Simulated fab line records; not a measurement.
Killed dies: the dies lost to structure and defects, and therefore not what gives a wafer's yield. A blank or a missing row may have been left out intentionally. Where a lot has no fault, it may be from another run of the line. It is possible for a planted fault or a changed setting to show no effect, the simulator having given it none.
Which tool is to blame? || flow nand-harc || 13 lots with 39 wafers sampled at 5 steps, on a route of 1302 steps

## WHAT THE GAUGES READ, wafer by wafer
NHARC_A_DECK1_JOINT_THK_MEAS_17: measures by ellipsometry. Usual: thk-nm reads 44.9 nm (standard deviation 1.3).
{"lot": "L196", "measured": "day 13 14:41", "on": "film-metro-01", "thk-nm (nm)": "44.7 45.5 47.0", "flag": ""}
{"lot": "L197", "measured": "day 14 08:05", "on": "film-metro-02", "thk-nm (nm)": "44.8 45.8 44.5", "flag": ""}
{"lot": "L198", "measured": "day 14 15:10", "on": "film-metro-01", "thk-nm (nm)": "43.5 44.4 45.6", "flag": ""}
{"lot": "L199", "measured": "day 15 13:14", "on": "film-metro-02", "thk-nm (nm)": "47.2 43.5 46.1", "flag": ""}
{"lot": "L201", "measured": "day 16 02:12", "on": "film-metro-02", "thk-nm (nm)": "45.8 46.2 45.1", "flag": ""}
{"lot": "L202", "measured": "day 16 20:26", "on": "film-metro-01", "thk-nm (nm)": "43.5 44.1 45.5", "flag": ""}
{"lot": "L204", "measured": "day 16 23:20", "on": "film-metro-01", "thk-nm (nm)": "44.3 44.0 45.0", "flag": ""}
{"lot": "L206", "measured": "day 18 08:34", "on": "film-metro-01", "thk-nm (nm)": "44.7 44.8 45.5", "flag": ""}
{"lot": "L209", "measured": "day 19 18:26", "on": "film-metro-02", "thk-nm (nm)": "43.0 45.6 45.3", "flag": ""}
{"lot": "L210", "measured": "day 19 17:08", "on": "film-metro-02", "thk-nm (nm)": "44.6 44.7 43.0", "flag": ""}
{"lot": "L211", "measured": "day 19 23:55", "on": "film-metro-01", "thk-nm (nm)": "43.9 44.1 45.8", "flag": ""}
{"lot": "L214", "measured": "day 21 08:07", "on": "film-metro-01", "thk-nm (nm)": "44.8 44.1 45.5", "flag": ""}
{"lot": "L215", "measured": "day 22 04:59", "on": "film-metro-02", "thk-nm (nm)": "45.1 47.1 44.3", "flag": ""}

NHARC_END_SORT_01. Usual: killed-at-array 54, standard deviation 16; killed-at-other 0.6, standard deviation 0.86; killed-at-periphery 3.8, standard deviation 2.6; killed-dies 58, standard deviation 16; killed-open 3.3, standard deviation 1.8; killed-short 2.7, standard deviation 1.7.
{"lot": "L196", "measured": "day 25 14:32", "on": "prober-01", "killed-at-array": "58 56 65", "killed-at-other": "1 0 0", "killed-at-periphery": "4 3 5", "killed-dies": "63 59 70", "killed-open": "4 3 6", "killed-short": "3 0 3", "flag": ""}
{"lot": "L197", "measured": "day 26 02:25", "on": "prober-01", "killed-at-array": "74 82 72", "killed-at-other": "0 0 0", "killed-at-periphery": "6 2 2", "killed-dies": "80 84 74", "killed-open": "7 6 1", "killed-short": "5 6 4", "flag": ""}
{"lot": "L198", "measured": "day 26 02:28", "on": "prober-02", "killed-at-array": "75 84 61", "killed-at-other": "1 0 0", "killed-at-periphery": "4 3 3", "killed-dies": "80 87 64", "killed-open": "4 3 9", "killed-short": "6 4 2", "flag": ""}
{"lot": "L199", "measured": "day 27 03:37", "on": "prober-02", "killed-at-array": "80 83 64", "killed-at-other": "2 0 1", "killed-at-periphery": "1 4 1", "killed-dies": "83 87 66", "killed-open": "2 7 1", "killed-short": "2 5 1", "flag": ""}
{"lot": "L201", "measured": "day 28 03:55", "on": "prober-01", "killed-at-array": "49 56 45", "killed-at-other": "2 0 0", "killed-at-periphery": "2 5 1", "killed-dies": "53 61 46", "killed-open": "4 3 4", "killed-short": "2 5 3", "flag": ""}
{"lot": "L202", "measured": "day 28 15:35", "on": "prober-02", "killed-at-array": "44 48 39", "killed-at-other": "0 1 0", "killed-at-periphery": "3 2 1", "killed-dies": "47 51 40", "killed-open": "5 5 2", "killed-short": "2 3 0", "flag": ""}
{"lot": "L204", "measured": "day 29 03:35", "on": "prober-01", "killed-at-array": "42 42 43", "killed-at-other": "0 0 1", "killed-at-periphery": "1 2 6", "killed-dies": "43 44 50", "killed-open": "1 3 5", "killed-short": "2 2 1", "flag": ""}
{"lot": "L206", "measured": "day 30 04:48", "on": "prober-02", "killed-at-array": "36 46 42", "killed-at-other": "0 0 0", "killed-at-periphery": "4 11 3", "killed-dies": "40 57 45", "killed-open": "2 6 2", "killed-short": "3 8 2", "flag": ""}
{"lot": "L209", "measured": "day 32 10:42", "on": "prober-01", "killed-at-array": "36 23 27", "killed-at-other": "1 1 0", "killed-at-periphery": "3 1 3", "killed-dies": "40 25 30", "killed-open": "6 3 4", "killed-short": "3 0 6", "flag": ""}
{"lot": "L210", "measured": "day 31 21:07", "on": "prober-02", "killed-at-array": "48 48 43", "killed-at-other": "0 1 0", "killed-at-periphery": "11 6 13", "killed-dies": "59 55 56", "killed-open": "5 4 1", "killed-short": "2 4 4", "flag": ""}
{"lot": "L211", "measured": "day 31 21:56", "on": "prober-01", "killed-at-array": "63 53 53", "killed-at-other": "0 0 1", "killed-at-periphery": "4 4 5", "killed-dies": "67 57 59", "killed-open": "6 2 4", "killed-short": "3 5 0", "flag": ""}
{"lot": "L214", "measured": "day 33 07:35", "on": "prober-01", "killed-at-array": "37 33 34", "killed-at-other": "2 1 3", "killed-at-periphery": "4 0 2", "killed-dies": "43 34 39", "killed-open": "4 4 3", "killed-short": "3 4 3", "flag": ""}
{"lot": "L215", "measured": "day 33 19:35", "on": "prober-02", "killed-at-array": "39 49 39", "killed-at-other": "0 0 0", "killed-at-periphery": "4 3 6", "killed-dies": "43 52 45", "killed-open": "2 4 5", "killed-short": "1 3 1", "flag": ""}

## WHAT TOOL EACH LOT RAN ON (gives the tool, then ch and the chambers of the sampled wafers, and finally the start)
{"lot": "L196", "NHARC_A_DECK1_JOINT_ETCHBACK_07": "rie-si-02 ch 0,2, day 12 05:06", "NHARC_A_DECK1_JOINT_ETCHBACK_00": "rie-si-01 ch 0,1,3, day 12 15:37", "NHARC_A_DECK1_JOINT_CMP_02": "cmp-02 ch 2,3, day 13 14:01"}
{"lot": "L197", "NHARC_A_DECK1_JOINT_ETCHBACK_07": "rie-si-02 ch 0,1,3, day 13 00:49", "NHARC_A_DECK1_JOINT_ETCHBACK_00": "rie-si-06 ch 0,2,3, day 13 11:29", "NHARC_A_DECK1_JOINT_CMP_02": "cmp-02 ch 1,2,3, day 14 07:26"}
{"lot": "L198", "NHARC_A_DECK1_JOINT_ETCHBACK_07": "rie-si-06 ch 0,3, day 13 06:09", "NHARC_A_DECK1_JOINT_ETCHBACK_00": "rie-si-06 ch 0,1,2, day 13 16:35", "NHARC_A_DECK1_JOINT_CMP_02": "cmp-02 ch 0,2,3, day 14 14:26"}
{"lot": "L199", "NHARC_A_DECK1_JOINT_ETCHBACK_07": "rie-si-02 ch 0,1,2, day 14 01:17", "NHARC_A_DECK1_JOINT_ETCHBACK_00": "rie-si-01 ch 0,1,3, day 14 12:00", "NHARC_A_DECK1_JOINT_CMP_02": "cmp-01 ch 0,1,3, day 15 12:34"}
{"lot": "L201", "NHARC_A_DECK1_JOINT_ETCHBACK_07": "rie-si-01 ch 0,1,2, day 14 16:29", "NHARC_A_DECK1_JOINT_ETCHBACK_00": "rie-si-01 ch 0,2, day 15 02:57", "NHARC_A_DECK1_JOINT_CMP_02": "cmp-02 ch 0,1, day 16 01:31"}
{"lot": "L202", "NHARC_A_DECK1_JOINT_ETCHBACK_07": "rie-si-02 ch 1,2,3, day 15 05:51", "NHARC_A_DECK1_JOINT_ETCHBACK_00": "rie-si-02 ch 1,3, day 15 17:47", "NHARC_A_DECK1_JOINT_CMP_02": "cmp-04 ch 0,2,3, day 16 19:47"}
{"lot": "L204", "NHARC_A_DECK1_JOINT_ETCHBACK_07": "rie-si-01 ch 1,2,3, day 15 13:50", "NHARC_A_DECK1_JOINT_ETCHBACK_00": "rie-si-02 ch 0,2, day 16 00:30", "NHARC_A_DECK1_JOINT_CMP_02": "cmp-04 ch 1,3, day 16 22:41"}
{"lot": "L206", "NHARC_A_DECK1_JOINT_ETCHBACK_07": "rie-si-01 ch 0,1,3, day 16 19:25", "NHARC_A_DECK1_JOINT_ETCHBACK_00": "rie-si-06 ch 0,1,3, day 17 07:05", "NHARC_A_DECK1_JOINT_CMP_02": "cmp-01 ch 0,1,3, day 18 07:58"}
{"lot": "L209", "NHARC_A_DECK1_JOINT_ETCHBACK_07": "rie-si-02 ch 0,2,3, day 17 21:20", "NHARC_A_DECK1_JOINT_ETCHBACK_00": "rie-si-06 ch 0,1,3, day 18 08:01", "NHARC_A_DECK1_JOINT_CMP_02": "cmp-02 ch 0,1,2, day 19 17:46"}
{"lot": "L210", "NHARC_A_DECK1_JOINT_ETCHBACK_07": "rie-si-01 ch 0,2,3, day 18 06:48", "NHARC_A_DECK1_JOINT_ETCHBACK_00": "rie-si-02 ch 0,1,2, day 18 17:29", "NHARC_A_DECK1_JOINT_CMP_02": "cmp-01 ch 0,1,2, day 19 16:28"}
{"lot": "L211", "NHARC_A_DECK1_JOINT_ETCHBACK_07": "rie-si-06 ch 0,2, day 18 14:27", "NHARC_A_DECK1_JOINT_ETCHBACK_00": "rie-si-02 ch 0,1,3, day 19 01:01", "NHARC_A_DECK1_JOINT_CMP_02": "cmp-04 ch 1,2,3, day 19 23:14"}
{"lot": "L214", "NHARC_A_DECK1_JOINT_ETCHBACK_07": "rie-si-06 ch 0,1,3, day 19 20:25", "NHARC_A_DECK1_JOINT_ETCHBACK_00": "rie-si-06 ch 1,2,3, day 20 07:03", "NHARC_A_DECK1_JOINT_CMP_02": "cmp-02 ch 0,1,2, day 21 07:30"}
{"lot": "L215", "NHARC_A_DECK1_JOINT_ETCHBACK_07": "rie-si-01 ch 0,2,3, day 20 16:56", "NHARC_A_DECK1_JOINT_ETCHBACK_00": "rie-si-01 ch 1,2,3, day 21 03:35", "NHARC_A_DECK1_JOINT_CMP_02": "cmp-02 ch 0,2,3, day 22 04:22"}
- NHARC_A_DECK1_JOINT_ETCHBACK_07: etches the open film in HBr, target depth 105 nm, time 26.9 s.
- NHARC_A_DECK1_JOINT_ETCHBACK_00: etches the open film in HBr, target depth 30 nm, time 17.4 s.
- NHARC_A_DECK1_JOINT_CMP_02: polishes SiOx.

## AS READ BY THE TOOLS THEMSELVES (means over the sampled wafers that have a number; for cases with no such wafer, the mark the record gives instead)
NHARC_A_DECK1_JOINT_ETCHBACK_07. Usual: drypump-motor-current-A 6.0 A, standard deviation 0.51; oes-product-au 0.998 a.u., standard deviation 0.0065; run-length-s 48.3 s, standard deviation 0.48; throttle-valve-pct 23.266 %, standard deviation 0.0092.
{"lot": "L196", "tool": "rie-si-02", "drypump-motor-current-A (A)": 6.2, "oes-product-au (a.u.)": 0.996, "run-length-s (s)": 48.7, "throttle-valve-pct (%)": 23.271, "flag": ""}
{"lot": "L197", "tool": "rie-si-02", "drypump-motor-current-A (A)": 5.7, "oes-product-au (a.u.)": 1.003, "run-length-s (s)": 48.7, "throttle-valve-pct (%)": 23.276, "flag": ""}
{"lot": "L198", "tool": "rie-si-06", "drypump-motor-current-A (A)": 6.0, "oes-product-au (a.u.)": 0.993, "run-length-s (s)": 48.2, "throttle-valve-pct (%)": 23.263, "flag": ""}
{"lot": "L199", "tool": "rie-si-02", "drypump-motor-current-A (A)": 5.8, "oes-product-au (a.u.)": 1.002, "run-length-s (s)": 48.6, "throttle-valve-pct (%)": 23.262, "flag": ""}
{"lot": "L201", "tool": "rie-si-01", "drypump-motor-current-A (A)": 6.1, "oes-product-au (a.u.)": 0.997, "run-length-s (s)": 48.1, "throttle-valve-pct (%)": 23.260, "flag": ""}
{"lot": "L202", "tool": "rie-si-02", "drypump-motor-current-A (A)": 5.7, "oes-product-au (a.u.)": 1.004, "run-length-s (s)": 48.2, "throttle-valve-pct (%)": 23.267, "flag": ""}
{"lot": "L204", "tool": "rie-si-01", "drypump-motor-current-A (A)": 6.0, "oes-product-au (a.u.)": 1.010, "run-length-s (s)": 48.0, "throttle-valve-pct (%)": 23.266, "flag": ""}
{"lot": "L206", "tool": "rie-si-01", "drypump-motor-current-A (A)": 6.2, "oes-product-au (a.u.)": 1.002, "run-length-s (s)": 48.0, "throttle-valve-pct (%)": 23.254, "flag": ""}
{"lot": "L209", "tool": "rie-si-02", "drypump-motor-current-A (A)": 6.2, "oes-product-au (a.u.)": 0.999, "run-length-s (s)": 48.3, "throttle-valve-pct (%)": 23.264, "flag": ""}
{"lot": "L210", "tool": "rie-si-01", "drypump-motor-current-A (A)": 6.4, "oes-product-au (a.u.)": 1.002, "run-length-s (s)": 48.0, "throttle-valve-pct (%)": 23.251, "flag": ""}
{"lot": "L211", "tool": "rie-si-06", "drypump-motor-current-A (A)": 5.7, "oes-product-au (a.u.)": 1.002, "run-length-s (s)": 48.4, "throttle-valve-pct (%)": 23.262, "flag": ""}
{"lot": "L214", "tool": "rie-si-06", "drypump-motor-current-A (A)": 5.8, "oes-product-au (a.u.)": 0.993, "run-length-s (s)": 47.9, "throttle-valve-pct (%)": 23.267, "flag": ""}
{"lot": "L215", "tool": "rie-si-01", "drypump-motor-current-A (A)": 6.4, "oes-product-au (a.u.)": 0.996, "run-length-s (s)": 47.9, "throttle-valve-pct (%)": 23.262, "flag": ""}

NHARC_A_DECK1_JOINT_ETCHBACK_00. Usual: drypump-motor-current-A 6.0 A, standard deviation 0.44; oes-product-au 0.998 a.u., standard deviation 0.0073; run-length-s 38.7 s, standard deviation 0.4; throttle-valve-pct 23.267 %, standard deviation 0.0089.
{"lot": "L196", "tool": "rie-si-01", "drypump-motor-current-A (A)": 6.3, "oes-product-au (a.u.)": 0.999, "run-length-s (s)": 38.3, "throttle-valve-pct (%)": 23.270, "flag": ""}
{"lot": "L197", "tool": "rie-si-06", "drypump-motor-current-A (A)": 5.9, "oes-product-au (a.u.)": 1.003, "run-length-s (s)": 38.8, "throttle-valve-pct (%)": 23.261, "flag": ""}
{"lot": "L198", "tool": "rie-si-06", "drypump-motor-current-A (A)": 5.7, "oes-product-au (a.u.)": 1.003, "run-length-s (s)": 38.6, "throttle-valve-pct (%)": 23.268, "flag": ""}
{"lot": "L199", "tool": "rie-si-01", "drypump-motor-current-A (A)": 6.3, "oes-product-au (a.u.)": 1.009, "run-length-s (s)": 38.4, "throttle-valve-pct (%)": 23.262, "flag": ""}
{"lot": "L201", "tool": "rie-si-01", "drypump-motor-current-A (A)": 6.5, "oes-product-au (a.u.)": 0.999, "run-length-s (s)": 38.7, "throttle-valve-pct (%)": 23.260, "flag": ""}
{"lot": "L202", "tool": "rie-si-02", "drypump-motor-current-A (A)": 5.6, "oes-product-au (a.u.)": 0.998, "run-length-s (s)": 38.7, "throttle-valve-pct (%)": 23.273, "flag": ""}
{"lot": "L204", "tool": "rie-si-02", "drypump-motor-current-A (A)": 6.2, "oes-product-au (a.u.)": 1.006, "run-length-s (s)": 39.1, "throttle-valve-pct (%)": 23.263, "flag": ""}
{"lot": "L206", "tool": "rie-si-06", "drypump-motor-current-A (A)": 5.8, "oes-product-au (a.u.)": 1.006, "run-length-s (s)": 38.3, "throttle-valve-pct (%)": 23.272, "flag": ""}
{"lot": "L209", "tool": "rie-si-06", "drypump-motor-current-A (A)": 5.8, "oes-product-au (a.u.)": 0.995, "run-length-s (s)": 38.4, "throttle-valve-pct (%)": 23.269, "flag": ""}
{"lot": "L210", "tool": "rie-si-02", "drypump-motor-current-A (A)": 5.8, "oes-product-au (a.u.)": 0.991, "run-length-s (s)": 34.6, "throttle-valve-pct (%)": 23.267, "flag": "OFF"}
{"lot": "L211", "tool": "rie-si-02", "drypump-motor-current-A (A)": 5.7, "oes-product-au (a.u.)": 0.995, "run-length-s (s)": 34.4, "throttle-valve-pct (%)": 23.255, "flag": "OFF"}
{"lot": "L214", "tool": "rie-si-06", "drypump-motor-current-A (A)": 6.0, "oes-product-au (a.u.)": 0.992, "run-length-s (s)": 38.5, "throttle-valve-pct (%)": 23.266, "flag": ""}
{"lot": "L215", "tool": "rie-si-01", "drypump-motor-current-A (A)": 6.0, "oes-product-au (a.u.)": 1.009, "run-length-s (s)": 38.8, "throttle-valve-pct (%)": 23.260, "flag": ""}

NHARC_A_DECK1_JOINT_CMP_02. Usual: motor-current-A 12.4 A, standard deviation 1; retaining-ring-pressure-frac 1.001, standard deviation 0.0052.
{"lot": "L196", "tool": "cmp-02", "motor-current-A (A)": 12.3, "retaining-ring-pressure-frac": 1.002, "flag": ""}
{"lot": "L197", "tool": "cmp-02", "motor-current-A (A)": 12.2, "retaining-ring-pressure-frac": 1.002, "flag": ""}
{"lot": "L198", "tool": "cmp-02", "motor-current-A (A)": 12.5, "retaining-ring-pressure-frac": 1.002, "flag": ""}
{"lot": "L199", "tool": "cmp-01", "motor-current-A (A)": 12.5, "retaining-ring-pressure-frac": 1.003, "flag": ""}
{"lot": "L201", "tool": "cmp-02", "motor-current-A (A)": 12.1, "retaining-ring-pressure-frac": 1.004, "flag": ""}
{"lot": "L202", "tool": "cmp-04", "motor-current-A (A)": 11.8, "retaining-ring-pressure-frac": 0.998, "flag": ""}
{"lot": "L204", "tool": "cmp-04", "motor-current-A (A)": 12.1, "retaining-ring-pressure-frac": 1.004, "flag": ""}
{"lot": "L206", "tool": "cmp-01", "motor-current-A (A)": 12.4, "retaining-ring-pressure-frac": 0.996, "flag": ""}
{"lot": "L209", "tool": "cmp-02", "motor-current-A (A)": 13.2, "retaining-ring-pressure-frac": 0.999, "flag": ""}
{"lot": "L210", "tool": "cmp-01", "motor-current-A (A)": 12.9, "retaining-ring-pressure-frac": 1.004, "flag": ""}
{"lot": "L211", "tool": "cmp-04", "motor-current-A (A)": 12.1, "retaining-ring-pressure-frac": 1.001, "flag": ""}
{"lot": "L214", "tool": "cmp-02", "motor-current-A (A)": 12.7, "retaining-ring-pressure-frac": 1.009, "flag": ""}
{"lot": "L215", "tool": "cmp-02", "motor-current-A (A)": 12.3, "retaining-ring-pressure-frac": 1.000, "flag": ""}

## THE ANSWER, worked out from the rows above alone
Rule: lot off if the mean of its wafers having a number is beyond 3 standard deviations from the usual mean. A lot without any number at a reading at which 4 lots or more have one is off too. The other lots that the step has rows for count as sound. First the gauges in route order, then the tools' own readings, where a lot's mean is used as printed above. The first step at which some lot is off is used, and at that step the reading that is off furthest; a lot without a number counts as furthest.
Off: L210, L211, at NHARC_A_DECK1_JOINT_ETCHBACK_00 (run-length-s).
A tool fits if, at that step or a process step before it, it ran every lot that is off, and no sound lot after the first of them. One fits: rie-si-02 at NHARC_A_DECK1_JOINT_ETCHBACK_00. Its last sound lot is L204 (day 16 00:30), its first lot that is off L210 (day 18 17:29): a fault that began between those two fits.
On the lots that are off, the tool's own readings at NHARC_A_DECK1_JOINT_ETCHBACK_00 differ by more than 5 times the standard deviation of the sound lots' means, which bears it out; run-length-s reads 34.5 s there versus 38.6 s on the sound lots.

## WHAT HAD BEEN PUT IN BY THE SIMULATOR
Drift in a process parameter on rie-si-02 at NHARC_A_DECK1_JOINT_ETCHBACK_00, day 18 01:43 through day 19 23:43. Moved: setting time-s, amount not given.
Struck lots among those shown: L210, L211. Same finding as the rule above.
